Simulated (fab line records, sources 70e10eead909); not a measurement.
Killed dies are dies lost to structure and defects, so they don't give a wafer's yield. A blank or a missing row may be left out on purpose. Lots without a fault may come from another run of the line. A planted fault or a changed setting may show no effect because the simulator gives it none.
Chamber matching | flow nand_harc | NHARC_A_STAIRCASE_ETCH_223 on rie_diel-08: 4 sister chambers
The step etches the open film in C4F8/O2, target depth 100 nm, time 40.5 s. 8 wafers are shown with their chamber, then 7 later ones without.

WAFERS WITH THEIR CHAMBER
wafer  | chamber | rf_vpp_V (V) | run_length_s (s)
L832.6 | 3       | 892          | 61.7
L834.3 | 2       | 889          | 62.2
L834.4 | 0       | 897          | 62.4
L834.5 | 1       | 892          | 62.3
L837.1 | 2       | 889          | 62.4
L837.3 | 1       | 893          | 62.0
L847.3 | 3       | 891          | 61.7
L847.4 | 0       | 898          | 62.7

WAFERS WITHOUT THEIR CHAMBER
wafer  | rf_vpp_V (V) | run_length_s (s)
L847.6 | 890          | 61.6
L849.3 | 897          | 62.1
L849.5 | 898          | 62.0
L849.6 | 892          | 62.1
L851.4 | 893          | 61.9
L851.5 | 889          | 62.2
L851.6 | 889          | 61.4

WHICH CHAMBER EACH WENT THROUGH
wafer  | from the rows above     | in truth
L847.6 | 3                       | 3
L849.3 | 0                       | 0
L849.5 | 0                       | 0
L849.6 | can't be placed: 1 or 3 | 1
L851.4 | can't be placed: 1 or 3 | 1
L851.5 | 2                       | 2
L851.6 | can't be placed: 3 or 2 | 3
Placed correctly: 4 of 7. Can't be placed from these rows: 3 (the true chamber is among the candidates in 3). Placed wrongly: 0.
How it was worked out, from the rows above alone: a wafer's distance from a chamber is the root of the sum, over the readings, of the square of ((its reading less the chamber's mean) divided by the reading's scatter). The wafer belongs to the nearest chamber; if the next one is less than 2 further off, it can't be placed. A chamber's mean is the mean of its shown wafers. The scatter: the root of (the sum of the squares of (reading less its chamber's mean) over the shown wafers, divided by (wafers less chambers)).
